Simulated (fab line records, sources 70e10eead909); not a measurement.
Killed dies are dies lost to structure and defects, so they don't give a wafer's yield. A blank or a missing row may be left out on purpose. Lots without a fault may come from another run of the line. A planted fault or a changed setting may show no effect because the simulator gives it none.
Problem report in the 8D (eight disciplines) form, filled by code | flow nand_harc | the parts of the form that need people (team, actions taken, sign-off) are left out

1. THE PROBLEM
killed_at_periphery at NHARC_END_SORT_01 reads a mean of 52.0 on 1 wafer of 1 lot; wafers without a fault read 4.0 with a standard deviation of 2.6. That is +18 standard deviations from the usual mean.
First seen on wafer L593.6, day 30 18:35, on prober-02. The record holds 3 wafers of 1 lot with a number at this step. Rule for "out", or "out of limits": more than 4 standard deviations from the usual mean. The other wafers with a number count as sound.

2. WHAT IT IS AND WHAT IT IS NOT
question                    | is                  | is not
which readings at this step | killed_at_periphery | killed_at_array, killed_at_other, killed_open, killed_short
which lots                  | L593                | -
which wafers of those lots  | L593.6              | L593.3, L593.5
read on which gauges        | prober-02           | -
when                        | from day 30 18:35   | up to then (2 sound wafers)

3. SUSPECTS, AND WHAT RULES EACH OUT
Counting: a tool at a process step up to the reading stays a suspect if it ran every lot that is out. Sound lots after the first of them don't rule it out here, since some wafers of a struck lot are sound.
- the gauge at NHARC_END_SORT_01: kept. All the wafers that are out were read on prober-02, and no step on other tools shows them out.
- rie_diel-01 at NHARC_P_M1_ETCH_28 (etches the open film in CF4/N2, target depth 30 nm, time 72.99 s): kept. It ran the lot that is out, L593 (day 12 05:32).
- rie_diel-12 at NHARC_THIN_TSV_DESCUM_14 (chemistry O2, time 3 s): kept. It ran the lot that is out, L593 (day 29 23:39).
- rie_si-06 at NHARC_THIN_TSV_ETCH_15 (target depth 3000 nm, bosch target overetch cycles 2, bosch etch step 2.8 s): kept. It ran the lot that is out, L593 (day 30 00:19).
- pvd_sputter-03 at NHARC_THIN_TSV_DEGAS_53 (time 60 s): kept. It ran the lot that is out, L593 (day 30 04:14).
- Within rie_diel-01 at NHARC_P_M1_ETCH_28: the wafers that are out ran in chamber 2; their sound lot-mates ran in chambers 1, 3.
- Within rie_diel-12 at NHARC_THIN_TSV_DESCUM_14: the wafers that are out ran in chamber 3; their sound lot-mates ran in chambers 0, 2.
- Within rie_si-06 at NHARC_THIN_TSV_ETCH_15: the wafers that are out ran in chamber 0; their sound lot-mates ran in chamber 1.
Left after counting: rie_diel-01 at NHARC_P_M1_ETCH_28, rie_diel-12 at NHARC_THIN_TSV_DESCUM_14, rie_si-06 at NHARC_THIN_TSV_ETCH_15, pvd_sputter-03 at NHARC_THIN_TSV_DEGAS_53, prober-02 at NHARC_END_SORT_01.

4. THE CAUSE (what the simulator had put in)
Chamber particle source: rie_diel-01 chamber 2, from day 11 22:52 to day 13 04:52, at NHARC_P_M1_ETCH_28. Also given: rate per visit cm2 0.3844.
Counting left 5 suspects, and this tool is among them.

5. THE CHAIN OF EFFECTS, in route order
Each row: a reading whose mean over the struck wafers that have a number lies more than 3 standard deviations from the usual. Only readings for which the record gives a usual standard deviation are gone through. hours: the time from each lot's start at the first step in this table that gives one to its start at this step, as a median over the lots. sigmas: the change in usual standard deviations.
hours | step              | reading             | usual | on struck wafers | change | sigmas
0     | NHARC_END_SORT_01 | killed_at_periphery | 4.0   | 52.0             | +48.0  | +18

6. WHAT WOULD HAVE CAUGHT IT SOONER
In this record the first reading out of limits at a measuring or inspecting step was taken at day 30 18:35, 452 hours after the fault began at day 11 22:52.
Of the tool readings at NHARC_P_M1_ETCH_28 for which the record gives a usual standard deviation, none was out on any struck wafer, so an alarm limit of 4 standard deviations on them would not have fired.
All the lots that are out (1) had begun NHARC_P_M1_ETCH_28 on rie_diel-01 by day 30 18:35. A hold on the tool at that time would have spared none of them.
